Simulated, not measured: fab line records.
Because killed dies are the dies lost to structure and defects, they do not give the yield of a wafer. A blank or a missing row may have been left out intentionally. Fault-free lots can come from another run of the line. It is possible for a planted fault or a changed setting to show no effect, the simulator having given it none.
Matching of chambers | flow nand harc | pecvd-03 running NHARC_A_M1_DEP_33: 3 sister chambers
The step deposits SiCN, target thk 30 nm. 18 wafers are shown with their chamber, then 9 later ones without.

## WAFERS WITH THEIR CHAMBER
wafer  | chamber | heater power w (W)
L074.1 | 0       | 593
L074.2 | 2       | 490
L074.3 | 1       | 595
L079.1 | 2       | 524
L079.2 | 0       | 641
L079.3 | 1       | 631
L080.1 | 0       | 627
L080.2 | 1       | 587
L080.6 | 1       | 573
L084.2 | 0       | 568
L084.3 | 1       | 636
L084.6 | 2       | 609
L087.1 | 1       | 545
L087.2 | 0       | 563
L087.4 | 1       | 563
L089.1 | 2       | 589
L089.2 | 0       | 581
L089.6 | 2       | 593

SIGNATURES (means of the wafers above)
reading        | chamber 0 | chamber 1 | chamber 2 | scatter within a chamber
heater power w | 595.50    | 590.00    | 561.00    | 38.7
Rule: distance of a wafer from a chamber = root of the sum over the readings of ((wafer's reading minus chamber's mean) / reading's scatter) squared. The wafer belongs to the nearest chamber; if the next one is less than 2 further off, it can't be placed. The scatter: take each reading less its chamber's mean, square it, sum over the shown wafers, divide by the number of wafers less the number of chambers, and take the root.

## WAFERS WITHOUT THEIR CHAMBER
wafer  | heater power w (W)
L088.2 | 619
L088.4 | 596
L088.5 | 592
L093.1 | 515
L093.3 | 577
L093.4 | 520
L094.1 | 566
L094.3 | 559
L094.6 | 563

## CHAMBER TAKEN BY EACH
wafer  | from the rows above          | in truth
L088.2 | can't be placed: 0 or 1 or 2 | 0
L088.4 | can't be placed: 0 or 1 or 2 | 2
L088.5 | can't be placed: 1 or 0 or 2 | 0
L093.1 | can't be placed: 2 or 1 or 0 | 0
L093.3 | can't be placed: 1 or 2 or 0 | 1
L093.4 | can't be placed: 2 or 1 or 0 | 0
L094.1 | can't be placed: 2 or 1 or 0 | 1
L094.3 | can't be placed: 2 or 1 or 0 | 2
L094.6 | can't be placed: 2 or 1 or 0 | 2
Correctly placed: 0 of 9. Unplaceable from these rows: 9, with the true chamber sitting among the candidates in 9. Placed wrongly: 0.
